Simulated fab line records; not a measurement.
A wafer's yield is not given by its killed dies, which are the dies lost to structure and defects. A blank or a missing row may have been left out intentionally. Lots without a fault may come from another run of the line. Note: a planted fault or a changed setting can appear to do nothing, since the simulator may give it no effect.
fab line records ; flow n5_finfet
[record] lots = 4; wafers = 12; last_day = 18
route steps=1938 shown BEOL_M10@1527 BEOL_M11@1536 PASSIVATION@1936
lots that met no fault: from a run of the same line without faults
start_h: start of the lot's first displayed wafer, in hours after the record's first day ; wait_h: time in hours since the lot's previous step ; " unchanged from the row above ; L1.1+2: several wafers, shown together as one row ; - value missing, or start not given ; * or withheld: withheld ; < > ~ a bound
route shown NAME@n: names a module that has steps shown in the file, with the first one's number in the route ; usual: mean and standard deviation over wafers with no fault ; same: alike in all rows ; chamber/n: place in a boat ; sites: the reading at each site ; _std_site: their standard deviation ; _edge_site: outer sites' mean less inner sites' ; radius_mm: for every site, how far away it sits from the centre of the wafer ; mask NAME#n: copy n ; behind: the last tool/chamber to shape the wafer ; hold: why the lot went on hold/how many hours it stayed there/how the hold came to an end ; device: the n, p or np transistor that did not switch ; end of line: the route-end tests of the same wafers ; for a step that has no rows: nothing shown but its recipe ; killed: dies lost to structure and defects at the first sort, not the wafer's yield ; map: shows each die of a wafer: x if killed, . if not, _ if none is there
set.NAME: setting as actually run; set.NAME@STEP: the setting as run at that earlier step ; model.NAME: the simulator's own value behind a step, which no gauge read
lots seen at some steps along the route; tables by step, rows by wafer
services: when a tool's chamber went out of use (start_h, in hours from the record's first day, below 0 if earlier), for how many hours, and the reason
[[steps]]
[step N5_BEOL_M10_SPUTTER_48]
[recipe] material = Cu; target_thk_a = 120; temp_c = -20; bias_v = 60; power_w = 26000; chamber_pressure_pa = 0.13; time_s = 2
[step N5_BEOL_M10_ECD_50]
[recipe] material = Cu; target_thk_a = 3180
[step N5_BEOL_M10_ANNEAL_51]
[recipe] temp_c = 225; time_s = 90; ambient = N2
[step N5_BEOL_M10_CMP_52]
[recipe] stop_on = SiCOH_lowk; t_overpolish_s = 7; down_force_psi = 1; platen_rpm = 50; clearing_platen_down_force_psi = 1.5; clearing_platen_rpm = 50; post_cmp_clean = cu_alkaline; target_thk_nm = 140; clearing_platen_pad_velocity_m_s = 0.99484; pad_velocity_m_s = 0.99484
[step N5_BEOL_M10_PRE_CLEAN_55]
[recipe] gas = NH3; time_s = 15; temp_c = withheld; rf_power_w = 300
[step N5_BEOL_M10_DEP_56]
[recipe] material = SiCN; target_thk_a = 150; temp_c = withheld; precursor = 3MS/NH3; pressure_torr = 3; rf_w = 202; time_s = 26.5
[step N5_BEOL_M11_ILD_DEP_00]
[recipe] material = SiCOH_lowk; target_thk_a = 3085.1; temp_c = 300; precursor = DEMS/porogen; pressure_torr = 5; rf_w = 500; time_s = 58
[step N5_BEOL_M11_CURE_71]
[recipe] temp_c = 385; time_s = 240; ambient = He/Ar; material = SiCOH_lowk
[step N5_BEOL_M11_PECVD_70]
[recipe] material = SiO2; target_thk_a = 200; temp_c = 400; precursor = TEOS/O2; pressure_torr = 5.5; rf_w = 450; teos_flow_sccm = 53.8; gas = O2; flow_sccm = 3000; time_s = 22.7
[usual] heater_power_w = 757/95; showerhead_plenum_p_Torr = 8.81/0.055; throttle_valve_pct = 21.4/0.67
lot.wafer;tool;chamber;start_h;wait_h;heater_power_w;showerhead_plenum_p_Torr;throttle_valve_pct
L895.1;pecvd-01;0;268.96;0.0;813;8.86;21.6
L895.3;pecvd-01;1;268.96;0.0;741;8.82;22.2
L895.4;pecvd-01;2;268.96;0.0;705;8.91;20.3
L902.3;pecvd-01;1;335.38;0.0;821;8.85;22.1
L902.4;pecvd-01;2;335.38;0.0;741;8.94;20.3
L902.6;pecvd-01;1;335.38;0.0;861;8.81;22.3
L903.1;pecvd-01;2;336.19;0.0;719;8.91;20.3
L903.4;pecvd-01;0;336.19;0.0;700;8.87;22.1
L903.5;pecvd-01;2;336.19;0.0;728;8.93;20.2
L909.2;pecvd-04;0;376.69;0.0;807;8.75;21.2
L909.4;pecvd-04;2;376.69;0.0;683;8.75;20.6
L909.6;pecvd-04;1;376.69;0.0;661;8.78;22.0
[step N5_BEOL_M11_HM_DEP_02]
[recipe] material = TiN; target_thk_a = 200; temp_c = 25; chamber_pressure_pa = 0.49996
[step N5_BEOL_M11_COAT_59]
[recipe] resist = SOC; temp_c = 250; time_s = 60; spin_rpm = 1500; resist_thk_nm = 100
[step N5_BEOL_M11_COAT_60]
[recipe] resist = SiARC; temp_c = 220; time_s = 60; spin_rpm = 1500; resist_thk_nm = 30
[step N5_BEOL_M11_COAT_05]
[recipe] resist = CAR-ArF; spin_rpm = 1500; resist_thk_nm = 90
[step N5_BEOL_M11_EBR_07]
[recipe] solvent = PGMEA; ebr_width_mm = 1.5
[step N5_BEOL_M11_SOFTBAKE_06]
[recipe] temp_c = 110; time_s = 60; resist = CAR-ArF
[step N5_BEOL_M11_EXPOSE_08]
[recipe] mask_id = M11; na = 1.35; source_shape = dipole; sigma_inner = 0.411; sigma_outer = 0.611; polarization = te; dose_mj = 53.75
[step N5_BEOL_M11_PEB_09]
[recipe] peb_temp_c = withheld; peb_time_s = 60; resist = CAR-ArF
[step N5_BEOL_M11_DEVELOP_10]
[recipe] develop_time_s = 30; developer = TMAH; resist = CAR-ArF; rinse_liquid = diw; dry = air_spin; dev_temp_c = 23
[step N5_BEOL_M11_INSPECT_13]
[recipe] mode = adi; inspect_instrument = brightfield
[usual] raw_defect_count = 400/100
lot.wafer;tool;chamber;start_h;wait_h;raw_defect_count
L895.1;defect_inspect-01;-;271.56;0.0;379
L895.3;defect_inspect-01;-;271.56;0.0;491
L895.4;defect_inspect-01;-;271.56;0.0;343
L902.3;defect_inspect-02;-;336.76;0.0;638
L902.4;defect_inspect-02;-;336.76;0.0;1065
L902.6;defect_inspect-02;-;336.76;0.0;513
L903.1;defect_inspect-02;-;337.07;0.0;822
L903.4;defect_inspect-02;-;337.07;0.0;400
L903.5;defect_inspect-02;-;337.07;0.0;740
L909.2;defect_inspect-01;-;379.09;0.0;464
L909.4;defect_inspect-01;-;379.09;0.0;409
L909.6;defect_inspect-01;-;379.09;0.0;598
[step N5_BEOL_M11_DESCUM_16]
[recipe] chemistry = O2; time_s = 7.9; source_power_w = 50; bias_power_w = 20; pressure_mtorr = 20; rf_frequency_hz = 2.712e+07; temp_c = 40; resist = CAR-ArF; o2_flow_sccm = 225
[step N5_BEOL_M11_ETCH_61]
[recipe] chemistry = CF4; target = SiARC; target_depth_a = 390; mask_material = CAR-ArF; time_s = 65; ion_energy_ev = 80; pressure_mtorr = 40; source_w = 545; bias_w = 36; Ar_flow_sccm = 100; cf4_flow_sccm = 100; ends = cleared
[step N5_BEOL_M11_ETCH_62]
[recipe] chemistry = N2/H2; target = SOC; target_depth_a = 1100; overetch_a = 220; mask_material = SiARC; temp_c = 40; time_s = 165; ion_energy_ev = 200; pressure_mtorr = 30; source_w = 840; bias_w = 150; n2_flow_sccm = 200; h2_flow_sccm = 200
[step N5_BEOL_M11_STRIP_68]
[recipe] chemistry = N2/H2; temp_c = 40; n2_flow_sccm = 200; h2_flow_sccm = 200; rf_frequency_hz = 6e+07
[step N5_BEOL_M11_STRIP_67]
[recipe] chemistry = CF4; resist = SiARC; power_w = 300; bias_power_w = 75; pressure_mtorr = 50; cf4_flow_sccm = 150; rf_frequency_hz = 6e+07
[step N5_BEOL_M11_HM_OPEN_17]
[recipe] chemistry = Cl2/BCl3; target_depth_a = 200; overetch_a = 60; target = TiN; mask_material = SOC; ion_energy_ev = 150; pressure_mtorr = 10; icp_w = 1000; bias_w = 126; Cl2_flow_sccm = 53.25; bcl3_flow_sccm = 21.75; Ar_flow_sccm = 25
[step N5_BEOL_M11_STRIP_19]
[recipe] chemistry = O2; power_w = 400; temp_c = 40; pressure_mtorr = 30; rf_frequency_hz = 6e+07; bias_power_w = 0; overash_fraction = 0.2; o2_flow_sccm = 225
[step N5_BEOL_M11_COAT_63]
[recipe] resist = SOC; temp_c = 250; time_s = 60; spin_rpm = 1500; resist_thk_nm = 100
[step N5_BEOL_M11_COAT_64]
[recipe] resist = SiARC; temp_c = 220; time_s = 60; spin_rpm = 1500; resist_thk_nm = 30
[step N5_BEOL_M11_COAT_22]
[recipe] resist = CAR-ArF; spin_rpm = 1500; resist_thk_nm = 90
[step N5_BEOL_M11_EBR_24]
[recipe] solvent = PGMEA; ebr_width_mm = 1.5
[step N5_BEOL_M11_SOFTBAKE_23]
[recipe] temp_c = 110; time_s = 60; resist = CAR-ArF
[step N5_BEOL_M11_EXPOSE_25]
[recipe] mask_id = V10; na = 1.35; source_shape = annular; sigma_inner = 0.5; sigma_outer = 0.8; polarization = unpolarized; dose_mj = 85.5
[step N5_BEOL_M11_PEB_26]
[recipe] peb_temp_c = withheld; peb_time_s = 60; resist = CAR-ArF
[step N5_BEOL_M11_DEVELOP_27]
[recipe] develop_time_s = 30; developer = TMAH; resist = CAR-ArF; rinse_liquid = diw; dry = air_spin; dev_temp_c = 23
[step N5_BEOL_M11_INSPECT_30]
[recipe] mode = adi; inspect_instrument = brightfield
[usual] raw_defect_count = 410/100
lot.wafer;tool;chamber;start_h;wait_h;raw_defect_count
L895.1;defect_inspect-01;-;272.71;0.0;382
L895.3;defect_inspect-01;-;272.71;0.0;505
L895.4;defect_inspect-01;-;272.71;0.0;370
L903.1;defect_inspect-01;-;341.30;0.0;836
L903.4;defect_inspect-01;-;341.30;0.0;445
L903.5;defect_inspect-01;-;341.30;0.0;800
L902.3;defect_inspect-01;-;341.47;0.0;687
L902.4;defect_inspect-01;-;341.47;0.0;1119
L902.6;defect_inspect-01;-;341.47;0.0;558
L909.2;defect_inspect-02;-;380.28;0.0;410
L909.4;defect_inspect-02;-;380.28;0.0;372
L909.6;defect_inspect-02;-;380.28;0.0;533
[step N5_PASSIVATION_PROBE_49]
[usual] defect_limited_yield = 90.9/1.4; killed_at_M0_to_M3 = 37/12; killed_at_M4_up = 14/5.3; killed_at_contacts = 12/6.2; killed_at_front_end = 41/11; killed_at_other = 3.7/2.9; killed_dies = 107/17; killed_open = 71/12; killed_short = 34/7.9; sort_bin_5_function = 5.3/0.95; sort_bin_6_memory = 3.4/0.7; sort_n_pass = 1073/17; sort_yield_pct = 90.9/1.5
[same] gross_dies = 1180; killed_at_back_side = 0; sort_bin_4_leakage[%] = 0; sort_bin_8_speed[%] = 0
lot.wafer;tool;chamber;start_h;wait_h;defect_limited_yield[%];killed_at_M0_to_M3;killed_at_M4_up;killed_at_contacts;killed_at_front_end;killed_at_other;killed_dies;killed_open;killed_short;sort_bin_5_function[%];sort_bin_6_memory[%];sort_n_pass;sort_yield_pct[%]
L903.1;prober-01;-;387.40;0.0;81.9;40;118;11;40;4;213;73;33;11.1;5.3;967;81.9
L903.5;prober-01;-;387.60;0.2;80.0;42;130;18;44;2;236;94;29;13.1;5.3;944;80.0
L902.4;prober-02;-;389.15;0.2;82.7;30;113;12;46;3;204;74;29;10.8;4.9;976;82.7
// killed by level:class
L903.1 BEOL_M11:unspecified=105 STI_FIN_REVEAL:geometric_particle:open=11 BEOL_M2:geometric_particle:open=11 BEOL_M0_SAQP:geometric_particle:open=9 MOL_CONTACT_COAG:geometric_particle:open=8 FIN_SAQP:geometric_particle:open=6 FIN_SAQP:geometric_particle:short=6 BEOL_M0_SAQP:geometric_particle:short=6
L903.5 BEOL_M11:unspecified=109 MOL_CONTACT_COAG:geometric_particle:open=15 BEOL_M3:geometric_particle:open=15 BEOL_M4:geometric_particle:open=11 STI_FIN_REVEAL:geometric_particle:open=9 BEOL_M0_SAQP:geometric_particle:open=9 FIN_SAQP:geometric_particle:open=8 ILD0:geometric_particle:short=6
L902.4 BEOL_M11:unspecified=97 STI_FIN_REVEAL:geometric_particle:open=19 MOL_CONTACT_COAG:geometric_particle:open=9 BEOL_M0_SAQP:geometric_particle:open=8 BEOL_M4:geometric_particle:open=8 BEOL_M2:geometric_particle:open=6 GATE_CUT:geometric_particle:short=5 BEOL_M1:geometric_particle:open=5
// map L902.4 (x killed, . not)
_________________.....x......________________
______________................x._____________
___________........................__________
__________..x......................._________
________x......x.....xx..............._______
_______...x...................x........______
______......................x..........._____
_____..x...........................x.....____
____....x....x..........xx................___
___..x..x...x.......x........x.............__
___......x.xx....x..x....x.x.xx.x..........__
__...x.xxx..x..x.......x.........x.........._
__x.xxxxxx..x.........xx..........x........._
_..xxxxxxxxxx.x..x.......x...................
_x.x.xxxxxxxx.xx.x................x..........
_..xxxxxxxxxxx.........x..................xx.
_x.xxxxxxxxxxx...x......x.......x.x..........
_xxxxxxxxxxxxx.x.......x.............x.......
_.x.xxxxxxx.x............xx......x...........
_..x.xxxxx.xx....x..........x......x.x.......
_...xx.xxxxxx.x..x...........................
__....x.xx...............x...............x.._
__........................xxx....x.........._
___.....x..x..........x....x.........x.....__
___......x...xx....x.....x..x...x......x...__
____......x.........xx............x...x...___
_____.x.........x..........x........x....____
______.x................x.....x..x...x.._____
_______..................x...x.........______
________......x.......x..............._______
__________...x......................_________
___________.x...x...x..............__________
______________............x....x_____________
_________________......x.....________________
// map L903.5 (x killed, . not)
_________________x...x..x....________________
______________......x.....x....._____________
___________...................x....__________
__________...............x...x...x.._________
________x...x..x.x......x..x.........._______
_______..x......................x..x...______
______.............x.....x..x......x..x._____
_____.x.x.....x........x................x____
____.....x.x........x.................x...___
___.x.....x.....x.x.x......................__
___..xxx.x.......x......x........x.........__
__.x.x.x.xx....xx............x.............._
__.xxxx.xxxxxx............x.xx.x............_
_xx.xxxxxxxxxxx.......x...........x..........
_xx.xxxxxxxxxxx.x..................x......x..
_xxxxxxxxxxxx...x...........................x
_xxxxxxxxxxxx.....x.....x.................x..
_.xxxxxxxxxx...x..........x............x.x...
_..xxxxxxxxxxxxx....xx..x...xx.......x......x
_xxxxxxxxxxxx.x.................x.x.......x..
_...x.xxx.xxx.x....................x.........
__...x..x..x......x...............x........._
__..x..x..........x..x.x.............x......_
___.....x.x....................x..x..x.....__
___.x...x..............................xxx.__
____.x........x.....x....x.......x.x......___
_____x........x.......x..x.xx...x........____
______..xx.........xx..................._____
_______.x.x................xxx.........______
________..x..........................._______
__________........x..........x......_________
___________........................__________
______________....x.......x....._____________
_________________x.......x..x________________
[[services]]
tool;chamber;start_h;hours;kind
pecvd-01;-;262.81;2.8;pm
pecvd-04;1;297.75;48.4;repair
pecvd-04;0;304.09;2.1;scheduled_down
pecvd-04;2;333.04;2.6;repair
pecvd-01;2;343.07;5.0;scheduled_down
pecvd-01;0;348.07;5.5;scheduled_down
pecvd-01;1;367.52;2.1;scheduled_down
[[key]]
[first_sign] step = N5_BEOL_M11_INSPECT_13; reading = raw_defect_count; direction = up; sigmas = 4.8; usual = 400; struck = 876
[effect] step = N5_BEOL_M11_INSPECT_30; reading = raw_defect_count; direction = up; sigmas = 4.9; usual = 410; struck = 918
[effect] step = N5_PASSIVATION_PROBE_49; reading = killed_at_M4_up; direction = up; sigmas = 20; usual = 14; struck = 120
[more_kills_born_at] N5_BEOL_M11_PECVD_70@pecvd-01 = 311
met_at N5_BEOL_M11_PECVD_70
struck_wafers L902.4,L903.1,L903.5
onset_between 268.96 335.38
[fault] kind = chamber_particle_source; tool = pecvd-01; chamber = 2; onset_h = 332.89; steps = N5_BEOL_M11_PECVD_70; rate_per_visit_cm2 = 0.53966; end_h = 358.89
